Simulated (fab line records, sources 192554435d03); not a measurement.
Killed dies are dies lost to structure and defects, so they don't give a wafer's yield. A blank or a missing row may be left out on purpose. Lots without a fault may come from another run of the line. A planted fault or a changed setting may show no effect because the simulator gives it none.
fab line records | flow n5_finfet | part 2 of 2: steps 5 to 6 of 6
record lots=21 wafers=63 last_day=19
route steps=1938 shown MOL_CONTACT_COAG@603 BEOL_M0_SAQP@668
lots that met no fault: from a run of the same line without faults
start_h: hours from the record's first day to the start of the lot's first wafer shown | wait_h: hours since the lot's step before | " the same as in the row above | L1.1+2: a row that stands for several wafers | - no value, or no start given | * or withheld: withheld | < > ~ a bound
route shown NAME@n: a module of which the file shows steps, and the number in the route of the first | usual: mean/standard deviation of fault-free wafers | same: alike in all rows | chamber/n: place in a boat | sites: the reading at each site | _std_site: their standard deviation | _edge_site: outer sites' mean less inner sites' | radius_mm: how far each site lies from the wafer's centre | mask NAME#n: copy n | behind: the tool/chamber that last shaped the wafer | hold: why the lot was held/for how many hours/how that ended | device: the transistor (n, p or np) that didn't switch | end of line: the same wafers' tests at the end of the route | a step without rows: its recipe alone | killed: dies lost to structure and defects at the first sort, not the wafer's yield | map: a wafer's dies, x killed, . not, _ none there
set.NAME: the setting as run; set.NAME@STEP: as run at that earlier step | model.NAME: the simulator's own value behind a step, which no gauge read
steps of the route over a sample of lots; a table a step, a row a wafer
services: from which hour (start_h, from the record's first day; less than 0 if before it) a tool's chamber was out of use, for how many hours, and why
## steps
# step N5_MOL_CONTACT_COAG_ETCH_48
# recipe chemistry=C4F6/O2 target_depth_a=150 overetch_a=45 mask_material=SOC target=SiOC bias_w=465 pressure_mtorr=10 time_s=17 source_w=335 Ar_flow_sccm=300 C4F6_flow_sccm=10 O2_flow_sccm=10 ion_energy_ev=576
# usual bias_w=464.9/1.4 drypump_motor_current_A=5.7/0.41 oes_product_au=0.65/0.082 rf_vpp_V=1591/28 showerhead_plenum_p_Torr=2.86/0.096 throttle_valve_pct=40.7/0.39
# columns lot.wafer tool chamber start_h wait_h bias_w drypump_motor_current_A oes_product_au rf_hours_counter_h rf_vpp_V showerhead_plenum_p_Torr throttle_valve_pct
L074.1 rie_diel-05 2 102.28 0.0 465.0 6.1 0.65 153 1625 2.95 41.0
L074.2 " 0 " " 464.9 6.1 0.61 218 1539 2.70 40.4
L074.3 " 3 " " 464.8 6.1 0.67 184 1534 2.69 40.0
L075.1 rie_diel-05 3 107.89 0.0 468.0 6.1 0.65 186 1535 2.69 40.0
L075.2 " 2 " " 461.8 6.2 0.66 155 1626 2.95 40.9
L075.5 " 0 " " 462.8 6.1 0.58 - 1539 2.70 40.4
L076.1 rie_diel-03 2 115.83 0.0 464.6 5.2 0.60 221 1582 2.83 41.2
L076.2 " 1 " " 463.7 6.1 0.58 252 1575 2.80 40.4
L076.5 " 0 " " 463.8 6.2 0.60 - 1606 2.94 40.8
L077.1 rie_diel-01 3 118.95 0.0 467.4 5.6 0.56 244 1544 2.70 41.4
L077.2 " 2 " " 462.6 5.5 0.74 19 1625 2.89 40.5
L077.5 " 3 " " 465.3 5.7 0.57 - 1541 2.70 41.4
L078.1 rie_diel-03 1 126.75 0.0 466.0 6.1 0.61 257 1576 2.80 40.5
L078.3 " 0 " " 466.9 6.2 0.58 178 1607 2.94 40.8
L078.6 " 2 " " 467.0 5.2 0.60 - 1582 2.83 41.3
L079.2 rie_diel-01 1 130.05 0.0 466.3 6.1 0.74 19 1631 2.91 40.4
L079.3 " 3 " " 462.8 5.7 0.57 248 1541 2.70 41.4
L079.6 " 2 " " 464.6 5.5 0.76 - 1624 2.89 40.5
L080.1 rie_diel-01 2 137.75 0.0 465.4 5.6 0.72 24 1623 2.88 40.5
L080.2 " 1 " " 464.4 6.1 0.74 20 1631 2.91 40.4
L080.6 " 1 " " 465.9 6.1 0.69 - 1631 2.91 40.3
L081.2 rie_diel-01 2 146.75 0.0 464.5 5.5 0.84 28 1624 2.88 40.5
L081.5 " 2 " " 462.6 5.5 0.83 - 1625 2.88 40.5
L081.6 " 1 " " 465.5 6.1 0.80 - 1631 2.91 40.4
L082.1 rie_diel-03 2 149.39 0.0 465.3 5.2 0.58 237 1580 2.83 41.3
L082.2 " 0 " " 464.5 6.2 0.59 189 1604 2.94 40.8
L082.5 " 2 " " 467.1 5.2 0.58 - 1581 2.83 41.3
L084.4 rie_diel-03 0 160.96 0.0 466.5 6.2 0.61 - 1605 2.93 40.8
L084.5 " 1 " " 465.0 6.1 0.58 - 1574 2.79 40.5
L084.6 " 2 " " 462.3 5.2 0.59 - 1580 2.82 41.3
L085.2 rie_diel-03 1 164.66 0.0 463.8 6.1 0.56 278 1576 2.79 40.5
L085.4 " 0 " " 464.3 6.2 0.58 - 1606 2.93 40.8
L085.5 " 2 " " 463.9 5.2 0.54 - 1579 2.82 41.3
L086.1 rie_diel-03 1 183.53 0.0 465.2 6.1 0.59 284 1576 2.79 40.5
L086.2 " 0 " " 464.4 6.2 0.60 205 1604 2.93 40.8
L086.6 " 1 " " 465.0 6.1 0.58 - 1574 2.79 40.5
L087.4 rie_diel-05 3 185.67 0.0 466.6 6.1 0.59 204 1535 2.69 40.0
L087.5 " 0 " " 462.4 6.1 0.60 - 1538 2.69 40.4
L087.6 " 3 " " 464.8 6.1 0.64 - 1533 2.69 40.0
L089.1 rie_diel-03 0 191.87 0.0 465.6 6.2 0.58 209 1606 2.93 40.8
L089.5 " 0 " " 466.8 6.2 0.59 - 1604 2.93 40.8
L089.6 " 2 " " 465.9 5.2 0.55 - 1581 2.82 41.3
L088.1 rie_diel-03 1 192.35 0.0 467.8 6.1 0.59 288 1573 2.79 40.5
L088.3 " 2 " " 465.7 5.2 0.59 257 1580 2.82 41.3
L088.5 " 2 " " 465.7 5.2 0.56 - 1578 2.82 41.3
L090.1 rie_diel-03 3 196.67 0.0 466.2 5.1 0.56 190 1588 2.70 40.8
L090.2 " 0 " " 464.3 6.2 0.59 212 1605 2.93 40.8
L090.5 " 3 " " 464.8 5.1 0.62 - 1589 2.70 40.9
L091.2 rie_diel-01 0 203.46 0.0 464.6 5.2 0.66 109 1608 2.96 40.7
L091.3 " 2 " " 466.3 5.6 0.75 52 1625 2.87 40.6
L091.4 " 1 " " 463.3 6.1 0.78 47 1630 2.90 40.4
L092.1 rie_diel-03 1 210.73 0.0 465.2 6.1 0.87 1 1574 2.79 39.7
L092.2 " 0 " " 464.9 6.2 0.60 216 1605 2.92 40.8
L092.6 " 3 " " 465.9 5.1 0.63 - 1591 2.70 40.9
L093.3 rie_diel-03 3 221.63 0.0 466.2 5.1 0.61 204 1589 2.70 40.9
L093.5 " 1 " " 465.0 6.1 0.79 - 1575 2.78 39.7
L093.6 " 0 " " 464.2 6.2 0.56 - 1604 2.92 40.8
L095.2 rie_diel-01 0 234.50 0.0 463.1 5.1 0.64 120 1609 2.95 40.7
L095.3 " 3 " " 465.4 5.7 0.73 30 1566 3.02 41.2
L095.6 " 2 " " 463.6 5.5 0.72 - 1623 2.87 40.5
L097.1 rie_diel-01 0 241.31 0.0 464.0 5.2 0.68 123 1608 2.95 40.7
L097.3 " 1 " " 465.8 6.1 0.69 60 1631 2.89 40.4
L097.6 " 2 " " 465.5 5.6 0.73 - 1623 2.87 40.6
# step N5_BEOL_M0_SAQP_ETCH_102
# recipe chemistry=CF4 target=SiO2 target_depth_a=40 ion_energy_ev=350 time_s=4.4 pressure_mtorr=10 icp_w=800 bias_w=400 cf4_flow_sccm=80
# usual bias_w=400.1/1.2 drypump_motor_current_A=5.7/0.47 oes_product_au=0.999/0.02 throttle_valve_pct=21.72/0.15
# columns lot.wafer tool chamber start_h wait_h bias_w drypump_motor_current_A oes_product_au rf_hours_counter_h throttle_valve_pct
L074.1 rie_si-03 2 111.65 0.1 401.6 4.7 1.034 106 21.72
L074.2 " 1 " " 397.8 6.0 1.015 146 21.76
L074.3 " 3 " " 400.7 5.7 1.045 27 21.53
L075.1 rie_si-03 1 119.18 0.1 400.1 6.0 1.002 146 21.75
L075.2 " 2 " " 401.1 4.7 1.020 106 21.70
L075.5 " 0 " " 401.3 6.0 0.964 - 21.84
L076.1 rie_si-02 0 123.49 0.1 400.5 6.5 1.002 5 21.50
L076.2 " 2 " " 401.2 5.5 0.984 37 21.94
L076.5 " 1 " " 401.1 6.2 0.983 - 21.78
L077.1 rie_si-03 3 126.43 0.1 400.8 5.7 1.030 28 21.51
L077.2 " 2 " " 400.9 4.7 1.026 106 21.73
L077.5 " 0 " " 398.5 6.0 0.966 - 21.84
L078.1 rie_si-03 2 134.27 0.1 400.9 4.7 1.037 106 21.71
L078.3 " 3 " " 399.8 5.7 1.039 28 21.51
L078.6 " 2 " " 401.7 4.7 1.026 - 21.72
L079.2 rie_si-04 2 140.07 0.1 397.6 5.9 1.000 114 21.52
L079.3 " 3 " " 401.1 5.7 0.977 183 21.95
L079.6 " 3 " " 400.1 5.6 0.981 - 21.95
L080.1 rie_si-03 1 146.03 0.1 399.7 6.0 1.017 146 21.75
L080.2 " 0 " " 401.2 6.0 0.977 3 21.84
L080.6 " 1 " " 400.6 6.0 1.010 - 21.78
L081.2 rie_si-04 1 153.75 0.1 398.9 5.9 0.978 162 21.77
L081.5 " 3 " " 399.6 5.6 0.984 - 21.93
L081.6 " 0 " " 398.7 5.2 1.009 - 21.59
L082.1 rie_si-04 1 157.03 0.1 402.3 5.9 0.999 162 21.78
L082.2 " 3 " " 401.5 5.6 0.983 183 21.95
L082.5 " 1 " " 401.4 5.9 0.991 - 21.76
L084.4 rie_si-02 0 168.10 0.1 400.4 6.5 0.997 6 21.49
L084.5 " 0 " " 400.8 6.5 0.992 - 21.51
L084.6 " 1 " " 399.0 6.2 0.986 - 21.79
L085.2 rie_si-04 3 172.07 0.1 399.9 5.6 0.981 184 21.96
L085.4 " 0 " " 401.3 5.3 1.014 174 21.61
L085.5 " 0 " " 399.5 5.3 1.002 - 21.60
L086.1 rie_si-03 1 193.26 0.1 400.2 6.0 0.991 147 21.77
L086.2 " 2 " " 399.9 4.7 1.006 107 21.71
L086.6 " 1 " " 400.1 6.0 1.007 - 21.75
L087.4 rie_si-02 1 194.16 0.1 400.6 6.2 0.982 83 21.77
L087.5 " 1 " " 401.4 6.2 0.990 - 21.79
L087.6 " 2 " " 402.9 5.5 0.981 - 21.93
L089.1 rie_si-02 2 199.87 0.1 400.1 5.5 0.976 39 21.93
L089.5 " 1 " " 400.3 6.2 0.991 - 21.75
L089.6 " 0 " " 399.7 6.5 0.992 - 21.48
L088.1 rie_si-03 0 204.33 0.1 401.5 6.0 0.978 4 21.84
L088.3 " 2 " " 399.4 4.7 1.023 107 21.71
L088.5 " 1 " " 400.9 6.0 1.006 - 21.77
L090.1 rie_si-04 0 207.15 0.1 400.0 5.3 1.010 174 21.61
L090.2 " 1 " " 398.4 5.9 0.994 163 21.79
L090.5 " 2 " " 398.9 5.8 0.997 - 21.51
L091.2 rie_si-03 0 212.35 0.1 400.4 6.0 0.962 4 21.84
L091.3 " 1 " " 398.4 6.0 0.994 148 21.75
L091.4 " 2 " " 399.6 4.7 1.027 108 21.72
L092.1 rie_si-03 2 218.88 0.1 401.2 4.7 1.032 108 21.70
L092.2 " 0 " " 398.4 6.0 0.980 4 21.84
L092.6 " 2 " " 401.8 4.7 1.032 - 21.72
L093.3 rie_si-04 0 229.48 0.1 400.1 5.2 1.003 175 21.60
L093.5 " 1 " " 399.9 5.9 0.992 - 21.76
L093.6 " 2 " " 401.5 5.9 0.997 - 21.51
L095.2 rie_si-02 2 242.96 0.1 399.9 5.4 0.973 39 21.95
L095.3 " 3 " " 399.8 5.1 0.999 34 21.84
L095.6 " 0 " " 399.1 6.5 0.990 - 21.49
L097.1 rie_si-03 2 248.48 0.1 399.3 4.7 1.021 108 21.71
L097.3 " 3 " " 401.4 5.7 1.025 30 21.49
L097.6 " 1 " " 400.0 6.0 1.011 - 21.77
## services
# columns tool chamber start_h hours kind
rie_diel-01 2 79.65 27.8 repair
ald_sin-04 - 87.53 14.0 pm
ald_sin-02 1 102.28 21.5 repair
ald_sin-03 1 116.87 3.1 repair
ald_sin-03 2 117.68 11.0 repair
ald_sin-02 0 138.03 2.0 repair
rie_si-04 3 145.41 3.3 repair
rie_diel-05 0 175.21 1.2 repair
ald_sin-03 - 176.75 14.0 pm
rie_si-02 - 185.88 1.7 repair
rie_diel-03 1 192.64 - clean
rie_diel-03 1 192.64 - consumable_replace:focus_ring
rie_diel-03 1 192.64 15.9 scheduled_down
rie_diel-03 1 192.64 15.9 vent_cycle
rie_si-04 3 197.13 6.4 repair
rie_diel-03 2 208.58 - clean
ald_sin-04 2 212.32 4.2 repair
rie_diel-01 - 216.73 1.2 repair
rie_si-04 0 222.59 2.2 repair
ald_sin-02 2 224.19 2.0 repair
ald_sin-02 3 225.22 17.1 repair
rie_si-02 2 231.65 9.1 repair
rie_diel-05 1 237.91 6.5 repair
rie_si-02 3 239.52 1.4 repair
